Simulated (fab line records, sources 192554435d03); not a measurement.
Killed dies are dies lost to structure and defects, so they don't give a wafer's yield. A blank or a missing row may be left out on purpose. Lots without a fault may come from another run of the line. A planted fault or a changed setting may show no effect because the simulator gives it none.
fab line records | flow n5_finfet
record lots=5 wafers=14 last_day=18
route steps=1938 shown BEOL_M13@1673
lots that met no fault: from a run of the same line without faults
start_h: hours from the record's first day to the start of the lot's first wafer shown | wait_h: hours since the lot's step before | " the same as in the row above | L1.1+2: a row that stands for several wafers | - no value, or no start given | * or withheld: withheld | < > ~ a bound
route shown NAME@n: a module of which the file shows steps, and the number in the route of the first | usual: mean/standard deviation of fault-free wafers | same: alike in all rows | chamber/n: place in a boat | sites: the reading at each site | _std_site: their standard deviation | _edge_site: outer sites' mean less inner sites' | radius_mm: how far each site lies from the wafer's centre | mask NAME#n: copy n | behind: the tool/chamber that last shaped the wafer | hold: why the lot was held/for how many hours/how that ended | device: the transistor (n, p or np) that didn't switch | end of line: the same wafers' tests at the end of the route | a step without rows: its recipe alone | killed: dies lost to structure and defects at the first sort, not the wafer's yield | map: a wafer's dies, x killed, . not, _ none there
set.NAME: the setting as run; set.NAME@STEP: as run at that earlier step | model.NAME: the simulator's own value behind a step, which no gauge read
lots at some steps of the route; a table a step, a row a wafer
services: from which hour (start_h, from the record's first day; less than 0 if before it) a tool's chamber was out of use, for how many hours, and why
## steps
# step N5_BEOL_M13_ETCH_59
# recipe chemistry=N2/H2 target=BARC target_depth_a=890 overetch_a=267 time_s=67.9 ion_energy_ev=200 pressure_mtorr=30 source_w=840 bias_w=150 n2_flow_sccm=200 h2_flow_sccm=200
# usual bias_w=150.0/0.47 drypump_motor_current_A=5.9/0.52 oes_product_au=0.68/0.066 rf_vpp_V=524.3/2.3 showerhead_plenum_p_Torr=2.56/0.082 throttle_valve_pct=17.77/0.28
# columns lot.wafer tool chamber start_h wait_h bias_w drypump_motor_current_A oes_product_au rf_hours_counter_h rf_vpp_V showerhead_plenum_p_Torr throttle_valve_pct
L647.2 rie_diel-03 2 270.17 0.0 149.4 5.8 0.62 171 523.3 2.54 17.80
L647.3 " 3 " " 150.7 6.6 0.72 51 524.8 2.58 17.60
L647.4 " 1 " " 150.8 6.0 0.60 200 526.0 2.63 18.37
L649.1 rie_diel-03 0 270.72 0.0 150.1 4.9 0.66 168 523.5 2.53 17.65
L649.2 " 2 " " 149.7 5.8 0.61 172 523.1 2.54 17.80
L649.5 " 2 " " 149.7 5.8 0.61 - 523.9 2.54 17.81
L655.3 rie_diel-03 2 311.98 0.0 150.0 5.8 0.60 185 523.2 2.54 17.84
L655.6 " 1 " " 149.8 6.0 0.60 - 528.5 2.62 18.40
L661.1 rie_diel-01 1 376.08 0.0 148.6 5.8 0.69 94 527.7 2.67 17.47
L661.5 " 1 " " 149.1 5.8 0.70 - 528.7 2.67 17.48
L661.6 " 0 " " 150.0 6.5 0.66 - 523.5 2.54 17.75
L663.2 rie_diel-03 3 385.18 0.0 150.7 6.6 0.68 84 523.2 2.57 17.66
L663.4 " 1 " " 150.5 6.1 0.58 232 523.8 2.61 18.41
L663.6 " 0 " " 149.9 4.9 0.63 - 522.8 2.52 17.70
# step N5_BEOL_M13_VIA_ETCH_16
# recipe chemistry=C4F8/O2/Ar target=SiOC pressure_mtorr=30 source_w=3000 bias_w=700 Ar_flow_sccm=400 C4F8_flow_sccm=15 O2_flow_sccm=8 he_inner_torr=15 he_outer_torr=30 target_depth_a=9217 time_s=withheld ion_energy_ev=250 ends=cleared
# usual bias_w=699.6/2.1 drypump_motor_current_A=5.9/0.53 oes_product_au=0.72/0.073 rf_vpp_V=666.0/2.7 showerhead_plenum_p_Torr=3.44/0.098 throttle_valve_pct=24.12/0.27
# columns lot.wafer tool chamber start_h wait_h bias_w drypump_motor_current_A oes_product_au rf_vpp_V showerhead_plenum_p_Torr throttle_valve_pct
L647.2 rie_diel-03 2 270.23 0.0 701.1 5.7 0.66 666.5 3.42 24.09
L647.3 " 3 " " 695.5 6.7 0.77 666.7 3.48 24.05
L647.4 " 1 " " 697.9 6.1 0.64 666.9 3.51 24.64
L649.1 rie_diel-03 0 270.77 0.0 699.9 4.9 0.68 665.8 3.41 23.96
L649.2 " 2 " " 700.4 5.7 0.65 665.0 3.42 24.09
L649.5 " 2 " " 700.3 5.8 0.64 664.9 3.42 24.09
L655.3 rie_diel-03 2 312.03 0.0 703.3 5.8 0.64 664.9 3.41 24.12
L655.6 " 1 " " 701.6 6.0 0.63 668.1 3.50 24.63
L661.1 rie_diel-01 1 376.13 0.0 701.3 5.7 0.74 669.0 3.56 23.64
L661.5 " 1 " " 698.2 5.8 0.74 670.1 3.56 23.64
L661.6 " 0 " " 698.7 6.4 0.69 665.4 3.39 23.92
L663.2 rie_diel-03 3 385.23 0.0 698.9 6.7 0.74 667.0 3.47 24.10
L663.4 " 1 " " 699.2 6.1 0.62 667.1 3.49 24.68
L663.6 " 0 " " 699.0 4.9 0.66 663.9 3.40 23.98
# step N5_BEOL_M13_STRIP_63
# recipe chemistry=N2/H2 power_w=1000 temp_c=250 h2_frac=0.65 overash_fraction=0.3 pressure_mtorr=1000 n2_flow_sccm=1750 h2_flow_sccm=3250
# step N5_BEOL_M13_STRIP_64
# recipe chemistry=N2/H2 power_w=1000 temp_c=250 h2_frac=0.65 overash_fraction=0.3 pressure_mtorr=withheld n2_flow_sccm=1750 h2_flow_sccm=3250
# usual drypump_motor_current_A=6.20/0.22 heater_power_w=354/33 oes_product_au=0.715/0.0049 strip_time_to_endpoint_s=31.32/0.086
# columns lot.wafer tool chamber start_h wait_h drypump_motor_current_A heater_power_w oes_product_au rf_hours_counter_h strip_time_to_endpoint_s
L647.2 plasma_asher-01 0 270.52 0.0 6.12 372 0.716 72 31.37
L647.3 " 1 " " 6.15 353 0.714 - 31.31
L647.4 " 0 " " 6.11 367 0.711 - 31.33
L649.1 plasma_asher-02 1 271.06 0.0 6.55 393 0.717 135 31.34
L649.2 " 0 " " 5.99 298 0.724 135 31.38
L649.5 " 1 " " 6.53 391 0.710 - 31.33
L655.3 plasma_asher-01 1 312.34 0.0 6.14 351 0.719 - 31.32
L655.6 " 0 " " 6.10 367 0.709 - 31.36
L661.1 plasma_asher-02 1 376.42 0.0 6.53 384 0.715 156 31.38
L661.5 " 1 " " 6.54 394 0.709 - 31.33
L661.6 " 0 " " 6.00 304 0.717 - 31.33
L663.2 plasma_asher-02 0 385.53 0.0 5.98 310 0.727 158 31.30
L663.4 " 1 " " 6.54 394 0.718 - 31.30
L663.6 " 1 " " 6.53 389 0.709 - 31.23
# step N5_BEOL_M13_STRIP_71
# recipe chemistry=post_etch_residue_remover time_s=60 temp_c=25 remover_ph=withheld remover_water_wt_pct=withheld remover_fluoride_wt_pct=withheld
# step N5_BEOL_M13_SRD_72
# recipe time_s=30 temp_c=23 rinse_liquid=diw dry=n2_spin spin_rpm=1500 dry_time_s=30
# step N5_BEOL_M13_CD_MEAS_17
# recipe target_cd_nm=190 polarity=opening
# usual cd_nm=190.3/1.8
# columns lot.wafer tool chamber start_h wait_h cd_nm
L647.2 cd_sem-02 - 270.67 0.0 191.5
L647.3 " - " " 191.9
L647.4 " - " " 193.1
L649.1 cd_sem-01 - 271.21 0.0 189.2
L649.2 " - " " 187.8
L649.5 " - " " 188.3
L655.3 cd_sem-03 - 312.47 0.0 192.6
L655.6 " - " " 192.6
L661.1 cd_sem-01 - 376.58 0.0 188.0
L661.5 " - " " 187.3
L661.6 " - " " 189.9
L663.2 cd_sem-03 - 385.68 0.0 189.4
L663.4 " - " " 189.3
L663.6 " - " " 190.9
# step N5_BEOL_M13_COAT_65
# recipe resist=SOC temp_c=250 time_s=60 spin_rpm=1500 resist_thk_nm=350
# step N5_BEOL_M13_COAT_66
# recipe resist=SiARC temp_c=220 time_s=60 spin_rpm=1500 resist_thk_nm=110
# step N5_BEOL_M13_COAT_22
# recipe spin_rpm=2888 resist_thk_nm=300
# step N5_BEOL_M13_EBR_24
# recipe solvent=PGMEA ebr_width_mm=1.5
# step N5_BEOL_M13_SOFTBAKE_23
# recipe temp_c=130 time_s=60
# step N5_BEOL_M13_EXPOSE_25
# recipe mask_id=M13 na=0.93 source_shape=conventional sigma_outer=0.4 polarization=unpolarized target_cd_nm=210 dose_mj=22
# columns lot.wafer tool chamber start_h wait_h mask
L647.2+3+4 krf_scanner-01 0 270.95 - M13#0
L649.1+2+5 krf_scanner-01 0 271.37 - M13#0
L655.3+6 krf_scanner-01 0 312.80 - M13#0
L661.1+5+6 krf_scanner-01 0 376.86 - M13#0
L663.2+4+6 krf_scanner-02 0 385.96 - M13#0
# step N5_BEOL_M13_PEB_26
# recipe peb_temp_c=130 peb_time_s=90
# step N5_BEOL_M13_DEVELOP_27
# recipe develop_time_s=45 rinse_liquid=diw dry=air_spin dev_temp_c=21
# step N5_BEOL_M13_HARDBAKE_32
# recipe temp_c=130 time_s=120
# step N5_BEOL_M13_CD_MEAS_28
# recipe target_cd_nm=209.5 landing_energy_ev=500 detector=se_inlens
# usual cd_nm=209.1/1.5
# columns lot.wafer tool chamber start_h wait_h cd_nm
L647.2 cd_sem-03 0 271.12 - 206.9
L647.3 " 0 " " 206.1
L647.4 " 0 " " 207.4
L649.1 cd_sem-03 0 271.54 - 208.4
L649.2 " 0 " " 209.3
L649.5 " 0 " " 207.0
L655.3 cd_sem-01 0 312.96 - 289.3
L655.6 " 0 " " 208.7
L661.1 cd_sem-02 0 377.03 - 208.4
L661.5 " 0 " " 209.1
L661.6 " 0 " " 209.0
L663.2 cd_sem-02 0 386.13 - 210.8
L663.4 " 0 " " 211.0
L663.6 " 0 " " 211.6
# step N5_BEOL_M13_OVL_MEAS_29
# recipe points_per_wafer=44
# usual M13_OVL=2/4.8
# columns lot.wafer tool chamber start_h wait_h M13_OVL[nm]
L647.2 overlay-02 0 271.15 0.0 3
L647.3 " 0 " " -4
L647.4 " 0 " " -2
L649.1 overlay-01 0 271.57 0.0 4
L649.2 " 0 " " 1
L649.5 " 0 " " 3
L655.3 overlay-01 0 312.99 0.0 5
L655.6 " 0 " " 0
L661.1 overlay-01 0 377.06 0.0 1
L661.5 " 0 " " 1
L661.6 " 0 " " 2
L663.2 overlay-02 0 386.16 0.0 8
L663.4 " 0 " " 6
L663.6 " 0 " " 16
# step N5_BEOL_M13_INSPECT_30
# recipe mode=adi inspect_instrument=macro
# usual raw_defect_count=2.2/1.5
# columns lot.wafer tool chamber start_h wait_h raw_defect_count
L647.2 defect_inspect-02 - 271.17 0.0 3
L647.3 " - " " 1
L647.4 " - " " 4
L649.1 defect_inspect-02 - 271.59 0.0 1
L649.2 " - " " 3
L649.5 " - " " 1
L655.3 defect_inspect-01 - 313.01 0.0 0
L655.6 " - " " 0
L661.1 defect_inspect-02 - 377.08 0.0 2
L661.5 " - " " 1
L661.6 " - " " 2
L663.2 defect_inspect-01 - 386.18 0.0 1
L663.4 " - " " 1
L663.6 " - " " 6
# step N5_BEOL_M13_DESCUM_33
# recipe chemistry=O2 time_s=7.9 source_power_w=50 bias_power_w=20 pressure_mtorr=20 rf_frequency_hz=2.712e+07 temp_c=40 o2_flow_sccm=225
# usual drypump_motor_current_A=5.9/0.49 o2_flow_sccm=225.0/0.67 oes_product_au=0.80/0.07 rf_vpp_V=243.3/1.2 showerhead_plenum_p_Torr=2.10/0.064 throttle_valve_pct=20.28/0.23
# columns lot.wafer tool chamber start_h wait_h drypump_motor_current_A o2_flow_sccm oes_product_au rf_hours_counter_h rf_vpp_V showerhead_plenum_p_Torr throttle_valve_pct model.BEOL_M13.cd_nm
L647.2 rie_diel-01 3 271.22 0.0 5.3 225.1 0.90 25 243.6 2.06 20.08 206.8
L647.3 " 1 " " 5.8 224.5 0.86 65 245.2 2.22 20.00 206
L647.4 " 2 " " 5.8 225.8 0.83 71 244.4 2.11 20.28 207.2
L649.1 rie_diel-02 0 272.26 0.7 5.6 225.6 0.89 40 241.6 2.04 20.23 208.4
L649.2 " 2 " " 6.4 224.6 0.91 24 244.3 2.03 20.38 209.4
L649.5 " 2 " " 6.4 225.5 0.90 - 242.8 2.03 20.39 207.6
L655.3 rie_diel-01 1 313.23 0.2 5.7 224.3 0.84 76 244.2 2.22 20.02 289.2
L655.6 " 0 " " 6.4 225.1 0.78 - 243.2 2.08 20.14 209
L661.1 rie_diel-01 2 377.12 0.0 5.7 225.4 0.79 93 243.1 2.10 20.31 208.4
L661.5 " 0 " " 6.4 224.0 0.76 - 242.8 2.08 20.18 209.2
L661.6 " 1 " " 5.8 224.9 0.82 - 245.1 2.21 20.03 209.2
L663.2 rie_diel-01 2 386.22 0.0 5.7 225.0 0.78 95 244.2 2.10 20.31 210.6
L663.4 " 0 " " 6.5 225.2 0.75 166 243.4 2.08 20.18 211
L663.6 " 0 " " 6.4 225.4 0.75 - 242.9 2.08 20.16 211.6
# step N5_BEOL_M13_ETCH_67
# recipe chemistry=CF4 target=SiARC target_depth_a=1430 time_s=238.3 ion_energy_ev=80 pressure_mtorr=40 source_w=545 bias_w=36 Ar_flow_sccm=100 cf4_flow_sccm=100 ends=cleared
# step N5_BEOL_M13_ETCH_68
# recipe chemistry=N2/H2 target=SOC mask_material=SiARC source_w=3000 bias_w=350 temp_c=40 time_s=355 ion_energy_ev=200 pressure_mtorr=30 n2_flow_sccm=200 h2_flow_sccm=200
# usual bias_w=349.9/1 drypump_motor_current_A=5.9/0.5 oes_product_au=0.80/0.071 rf_vpp_V=524.0/2.3 showerhead_plenum_p_Torr=2.55/0.081 throttle_valve_pct=17.62/0.29
# columns lot.wafer tool chamber start_h wait_h bias_w drypump_motor_current_A oes_product_au rf_hours_counter_h rf_vpp_V showerhead_plenum_p_Torr throttle_valve_pct
L647.2 rie_diel-01 3 271.40 0.1 348.7 5.4 0.89 25 522.8 2.47 17.16
L647.3 " 1 " " 352.1 5.8 0.85 65 528.2 2.69 17.33
L647.4 " 2 " " 349.0 5.7 0.81 71 524.2 2.60 17.75
L649.1 rie_diel-02 0 272.44 0.1 350.1 5.6 0.87 40 523.1 2.48 17.53
L649.2 " 2 " " 349.9 6.4 0.92 24 521.5 2.48 17.71
L649.5 " 2 " " 349.8 6.4 0.91 - 522.3 2.48 17.70
L655.3 rie_diel-01 1 313.41 0.1 348.9 5.8 0.84 77 528.0 2.68 17.34
L655.6 " 0 " " 350.6 6.5 0.77 - 522.8 2.54 17.62
L661.1 rie_diel-01 2 377.30 0.1 348.8 5.7 0.79 93 524.7 2.59 17.80
L661.5 " 0 " " 350.9 6.5 0.76 - 525.3 2.54 17.67
L661.6 " 1 " " 350.2 5.8 0.82 - 526.6 2.67 17.35
L663.2 rie_diel-01 2 386.40 0.1 348.4 5.7 0.79 95 523.9 2.59 17.80
L663.4 " 0 " " 349.5 6.4 0.76 166 524.3 2.54 17.65
L663.6 " 0 " " 348.6 6.4 0.75 - 524.7 2.54 17.65
# step N5_BEOL_M13_STRIP_69
# recipe chemistry=N2/H2 temp_c=40 n2_flow_sccm=200 h2_flow_sccm=200 rf_frequency_hz=6e+07
# step N5_BEOL_M13_TRENCH_ETCH_34
# recipe chemistry=C4F8/O2/Ar target=SiOC target_depth_a=4134.7 mask_material=SOC pressure_mtorr=30 source_w=3000 bias_w=700 Ar_flow_sccm=400 C4F8_flow_sccm=15 O2_flow_sccm=8 he_inner_torr=15 he_outer_torr=30 time_s=162.6 ion_energy_ev=250
# step N5_BEOL_M13_STRIP_70
# recipe chemistry=C4F8/O2/Ar resist=SiARC rf_frequency_hz=6e+07
# step N5_BEOL_M13_STRIP_37
# recipe chemistry=N2/H2 power_w=1000 temp_c=250 h2_frac=0.65 overash_fraction=0.3 pressure_mtorr=withheld n2_flow_sccm=1750 h2_flow_sccm=3250
# usual drypump_motor_current_A=6.15/0.14 heater_power_w=359/22 oes_product_au=0.784/0.011
# columns lot.wafer tool chamber start_h wait_h drypump_motor_current_A heater_power_w oes_product_au rf_hours_counter_h
L647.2 plasma_asher-01 0 271.84 0.0 6.12 373 0.774 72
L647.3 " 0 " " 6.11 361 0.784 -
L647.4 " 1 " " 6.13 350 0.779 -
L649.1 plasma_asher-01 0 272.88 0.0 6.12 362 0.811 72
L649.2 " 1 " " 6.11 360 0.784 72
L649.5 " 0 " " 6.13 371 0.783 -
L655.3 plasma_asher-01 0 313.86 0.1 6.12 372 0.770 -
L655.6 " 0 " " 6.12 367 0.788 -
L661.1 plasma_asher-01 1 377.73 0.0 6.12 354 0.778 93
L661.5 " 1 " " 6.11 354 0.783 -
L661.6 " 0 " " 6.12 366 0.771 -
L663.2 plasma_asher-01 1 386.83 0.0 6.10 357 0.782 95
L663.4 " 0 " " 6.11 370 0.796 -
L663.6 " 1 " " 6.09 360 0.795 -
# step N5_BEOL_M13_ETCH_38
# recipe chemistry=CF4/N2 target=SiCN target_depth_a=675 taper_deg=2 time_s=71.9 ion_energy_ev=150 mask_material=SiO2 pressure_mtorr=40 source_w=430 bias_w=70 Ar_flow_sccm=100 cf4_flow_sccm=60 n2_flow_sccm=60
# usual bias_w=70.01/0.2 drypump_motor_current_A=5.8/0.5 oes_product_au=0.79/0.072 rf_vpp_V=382.4/1.7 showerhead_plenum_p_Torr=2.21/0.057 throttle_valve_pct=15.33/0.27
# columns lot.wafer tool chamber start_h wait_h bias_w drypump_motor_current_A oes_product_au rf_hours_counter_h rf_vpp_V showerhead_plenum_p_Torr throttle_valve_pct model.BEOL_M13.cd_nm
L647.2 rie_diel-03 3 273.59 - 69.90 6.6 0.87 53 383.9 2.24 15.20 207
L647.3 " 1 " " 70.13 6.0 0.70 202 384.6 2.27 15.94 208.2
L647.4 " 0 " " 70.03 4.9 0.75 170 380.8 2.20 15.25 207.2
L649.1 rie_diel-02 3 289.89 - 70.14 6.2 0.67 248 379.6 2.10 15.67 210
L649.2 " 1 " " 69.89 5.2 0.68 243 379.1 2.10 15.85 210.2
L649.5 " 3 " " 69.66 6.2 0.66 - 377.7 2.10 15.69 209
L655.3 rie_diel-02 1 314.40 - 70.38 5.2 0.68 253 378.6 2.10 15.87 291.4
L655.6 " 2 " " 70.13 6.4 0.87 - 382.1 2.15 15.44 210.8
L661.1 rie_diel-01 0 380.44 - 69.98 6.5 0.76 165 382.5 2.20 15.34 209
L661.5 " 1 " " 70.10 5.8 0.84 - 384.4 2.31 14.99 211
L661.6 " 2 " " 70.31 5.7 0.79 - 382.2 2.23 15.40 211
L663.2 rie_diel-01 0 387.94 - 69.98 6.5 0.76 167 380.5 2.20 15.34 210.6
L663.4 " 2 " " 70.10 5.7 0.79 96 382.9 2.23 15.39 212.8
L663.6 " 3 " " 69.91 5.4 0.85 - 381.8 2.15 15.08 213.2
# step N5_BEOL_M13_PRECLEAN_39
# recipe chemistry=residue_remover time_s=60 temp_c=40
## services
# columns tool chamber start_h hours kind
krf_scanner-02 - 263.08 1.0 pm
plasma_asher-02 - 268.40 0.4 repair
krf_scanner-02 - 269.53 2.5 repair
rie_diel-02 0 275.91 6.9 repair
krf_scanner-01 - 278.00 4.1 repair
rie_diel-01 2 285.53 14.8 repair
rie_diel-02 3 302.17 - clean
rie_diel-02 3 302.17 - consumable_replace:focus_ring
rie_diel-02 3 302.17 - consumable_replace:showerhead
rie_diel-02 3 302.17 17.7 scheduled_down
rie_diel-02 3 302.17 17.7 vent_cycle
krf_scanner-01 - 306.98 1.3 pm
krf_scanner-02 - 318.54 0.8 pm
rie_diel-02 1 320.25 - clean
rie_diel-02 1 320.25 - consumable_replace:esc
rie_diel-02 1 320.25 - consumable_replace:focus_ring
rie_diel-02 1 320.25 - consumable_replace:showerhead
rie_diel-02 1 320.25 34.3 scheduled_down
rie_diel-02 1 320.25 34.3 vent_cycle
krf_scanner-01 - 338.84 1.0 pm
krf_scanner-01 - 344.04 0.8 pm
plasma_asher-01 - 350.58 0.3 repair
krf_scanner-02 - 350.95 1.3 pm
krf_scanner-01 - 360.42 11.6 pm
## key
first_sign step=N5_BEOL_M13_CD_MEAS_28 reading=cd_nm direction=up sigmas=55 usual=209.1 struck=289.3
effect none on later readings
model_effect step=N5_BEOL_M13_DESCUM_33 value=BEOL_M13.cd_nm without=208.4 struck=289.2
model_effect step=N5_BEOL_M13_ETCH_38 value=BEOL_M13.cd_nm without=210.4 struck=291.4
met_at N5_BEOL_M13_EXPOSE_25
struck_wafers L655.3
later_rows_left_out L655.3
sort_left_out L655.3
onset_between 271.37 312.80
fault kind=process_parameter_drift tool=krf_scanner-01 chamber=- onset_h=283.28 steps=N5_BEOL_M13_EXPOSE_25 channel=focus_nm offset=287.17 shape=step end_h=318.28 scope=struck_wafers_only
# sort_left_out: the simulated sort isn't trusted on such a fault, so these wafers' sort isn't shown, and their yield isn't known
# later_rows_left_out: the simulator's readings of these wafers behind a module that went badly wrong aren't trusted and aren't shown, but for the sort
